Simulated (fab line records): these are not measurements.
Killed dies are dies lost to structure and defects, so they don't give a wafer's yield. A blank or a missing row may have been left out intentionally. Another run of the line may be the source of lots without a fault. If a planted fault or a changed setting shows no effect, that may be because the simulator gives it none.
Which tool is to blame? -- flow nandHarc -- 13 lots with 39 wafers sampled at 5 steps, on a route of 1159 steps

## WHAT THE GAUGES READ, wafer by wafer
NHARC_END_SORT_01.
lot,measured,on,killedAtArray,killedAtOther,killedAtPeriphery,killedDies,killedOpen,killedShort
L720,day 24 15:47,prober-01,674 675 673,0 0 0,3 2 4,677 677 677,1 3 2,3 1 5
L719,day 24 23:32,prober-01,673 675 674,1 0 1,3 2 2,677 677 677,5 2 2,1 2 3
L721,day 24 23:51,prober-02,670 670 673,0 0 0,7 7 4,677 677 677,2 4 2,2 5 1

## TOOL THAT RAN EACH LOT (tool first, then ch and the chambers of the sampled wafers, then the start)
lot,NHARC_A_CONTACT_DEP_24,NHARC_A_CONTACT_DESCUM_47,NHARC_A_CONTACT_ETCH_111,NHARC_A_CONTACT_ETCH_119
L706,"pecvd-04 ch 1,2, day 16 00:07","rieDiel-04 ch 0,1,2, day 16 05:38","harCapEtch-03 ch 0,1, day 16 06:52","harCapEtch-03 ch 0,1, day 16 07:42"
L708,"pecvd-03 ch 0,1,2, day 16 08:02","rieDiel-04 ch 0,1,3, day 16 11:41","harCapEtch-02 ch 0,1, day 16 12:58","harCapEtch-02 ch 0,1, day 16 13:47"
L709,"pecvd-03 ch 0,1,2, day 17 00:58","rieDiel-04 ch 0,2, day 17 04:39","harCapEtch-03 ch 0,1, day 17 06:09","harCapEtch-03 ch 0,1, day 17 06:59"
L711,"pecvd-01 ch 1, day 18 01:24","rieDiel-13 ch 1,3, day 18 06:25","harCapEtch-03 ch 0,1, day 18 07:40","harCapEtch-03 ch 0,1, day 18 08:31"
L715,"pecvd-03 ch 0,1,2, day 18 21:59","rieDiel-06 ch 0,1, day 19 01:31","harCapEtch-03 ch 0,1, day 19 02:51","harCapEtch-03 ch 0,1, day 19 03:55"
L713,"pecvd-03 ch 0,2, day 18 22:37","rieDiel-04 ch 0,1,3, day 19 02:22","harCapEtch-02 ch 0,1, day 19 03:40","harCapEtch-02 ch 0,1, day 19 04:30"
L714,"pecvd-01 ch 0,1, day 19 02:37","rieDiel-04 ch 0,1,2, day 19 07:27","harCapEtch-03 ch 0,1, day 19 08:44","harCapEtch-03 ch 0,1, day 19 09:49"
L717,"pecvd-04 ch 0,2, day 19 15:10","rieDiel-13 ch 0,3, day 19 20:01","harCapEtch-02 ch 1, day 19 21:32","harCapEtch-02 ch 1, day 19 22:21"
L720,"pecvd-03 ch 1,2, day 19 15:29","rieDiel-06 ch 1,3, day 19 20:27","harCapEtch-03 ch 0,1, day 19 21:57","harCapEtch-03 ch 0,1, day 19 23:26"
L719,"pecvd-04 ch 1,2, day 19 19:32","rieDiel-06 ch 0,1, day 19 23:04","harCapEtch-02 ch 0,1, day 20 00:35","harCapEtch-02 ch 0,1, day 20 01:24"
L721,"pecvd-03 ch 0,2, day 20 02:32","rieDiel-13 ch 0,1,3, day 20 06:20","harCapEtch-03 ch 0,1, day 20 07:40","harCapEtch-03 ch 0,1, day 20 08:47"
L725,"pecvd-01 ch 0,1, day 20 18:00","rieDiel-04 ch 0,2,3, day 20 21:48","harCapEtch-03 ch 0,1, day 20 23:07","harCapEtch-03 ch 0,1, day 20 23:56"
L728,"pecvd-03 ch 0,1, day 22 02:17","rieDiel-04 ch 0,2,3, day 22 05:57","harCapEtch-01 ch 1, day 22 07:11","harCapEtch-01 ch 1, day 22 08:01"
- NHARC_A_CONTACT_DEP_24: deposits SiO2, target thk 500 nm.
- NHARC_A_CONTACT_DESCUM_47: chemistry O2, time 3 s.
- NHARC_A_CONTACT_ETCH_111: etches the open film in C4F8/O2/Ar, time 140 s, target depth 700 nm.
- NHARC_A_CONTACT_ETCH_119: etches the open film in C4F8/O2/Ar, time 94 s, target depth 922 nm.

## AS READ BY THE TOOLS THEMSELVES (means over the sampled wafers that have a number; for cases with no such wafer, the mark the record gives instead)
NHARC_A_CONTACT_DEP_24.
lot,tool,heaterPowerW (W),throttleValvePct (%)
L706,pecvd-04,545,15.9
L708,pecvd-03,534,16.2
L709,pecvd-03,519,16.2
L711,pecvd-01,404,15.9
L715,pecvd-03,527,16.4
L713,pecvd-03,541,16.0
L714,pecvd-01,471,15.6
L717,pecvd-04,372,15.8
L720,pecvd-03,407,16.3
L719,pecvd-04,575,16.0
L721,pecvd-03,687,16.4
L725,pecvd-01,507,15.6
L728,pecvd-03,659,16.5

NHARC_A_CONTACT_DESCUM_47.
lot,tool,drypumpMotorCurrentA (A),oesProductAu (a.u.),rfVppV (V),showerheadPlenumPTorr (Torr),throttleValvePct (%)
L706,rieDiel-04,5.7,1.005,57.8,1.96,11.309
L708,rieDiel-04,5.5,1.002,58.1,1.94,11.308
L709,rieDiel-04,5.8,1.007,57.4,1.90,11.314
L711,rieDiel-13,5.4,0.996,57.0,1.77,11.314
L715,rieDiel-06,6.1,1.008,57.8,1.96,11.318
L713,rieDiel-04,5.5,1.003,58.1,1.93,11.313
L714,rieDiel-04,5.7,0.997,58.0,1.95,11.308
L717,rieDiel-13,5.6,1.015,56.8,1.87,11.305
L720,rieDiel-06,6.4,1.002,57.7,2.02,11.308
L719,rieDiel-06,6.3,0.997,58.5,1.97,11.318
L721,rieDiel-13,5.4,1.011,58.0,1.93,11.312
L725,rieDiel-04,5.6,0.999,58.8,1.88,11.309
L728,rieDiel-04,5.6,0.997,57.4,1.88,11.312

NHARC_A_CONTACT_ETCH_111.
lot,tool,chamberPressureMTorr (mTorr),oesAirLineAu (a.u.)
L706,harCapEtch-03,20.015,1.005
L708,harCapEtch-02,20.008,0.994
L709,harCapEtch-03,19.993,1.002
L711,harCapEtch-03,19.997,0.981
L715,harCapEtch-03,19.998,0.994
L713,harCapEtch-02,19.991,1.020
L714,harCapEtch-03,20.009,0.985
L717,harCapEtch-02,19.988,0.991
L720,harCapEtch-03,-,-
L719,harCapEtch-02,-,-
L721,harCapEtch-03,-,-
L725,harCapEtch-03,19.994,0.984
L728,harCapEtch-01,20.020,1.018

NHARC_A_CONTACT_ETCH_119.
lot,tool,chamberPressureMTorr (mTorr),oesAirLineAu (a.u.)
L706,harCapEtch-03,19.989,0.966
L708,harCapEtch-02,19.998,0.988
L709,harCapEtch-03,20.008,1.001
L711,harCapEtch-03,20.008,0.987
L715,harCapEtch-03,20.012,0.991
L713,harCapEtch-02,20.011,1.008
L714,harCapEtch-03,19.984,1.007
L717,harCapEtch-02,20.007,0.998
L720,harCapEtch-03,20.002,1.008
L719,harCapEtch-02,20.005,1.003
L721,harCapEtch-03,20.010,0.995
L725,harCapEtch-03,19.989,1.007
L728,harCapEtch-01,20.009,0.976

## THE ANSWER, worked out from the rows above alone
Rule: the lots themselves supply what counts as usual. Put in order of their means at a reading, lots are off if they are a third of the lots or fewer, leave a main group of 4 or more, and stand apart from it by a gap of 3 or more times the standard deviation of the main group's means; of several such gaps the widest counts. A main group whose means are all the same, to the digits that the tables above print for the reading, isn't used. A lot without any number at a reading at which 4 lots or more have one is off too. Where the step has rows for the other lots, those lots are counted as sound. Order of review: gauges by route order, followed by the tools' own readings, for which a lot's mean as printed above is used. The first step at which some lot is off is used, and at that step the reading that is off furthest; a lot without a number counts as furthest.
Off: L720, L719, L721, at NHARC_A_CONTACT_ETCH_111 (chamberPressureMTorr). Without a number there: L720, L719, L721. The main group: mean 20.001 mTorr, standard deviation 0.01.
A tool fits if, at that step or a process step before it, it ran every lot that is off, and no sound lot after the first of them. Not one of the candidates tried fits.

## WHAT WAS PUT IN BY THE SIMULATOR
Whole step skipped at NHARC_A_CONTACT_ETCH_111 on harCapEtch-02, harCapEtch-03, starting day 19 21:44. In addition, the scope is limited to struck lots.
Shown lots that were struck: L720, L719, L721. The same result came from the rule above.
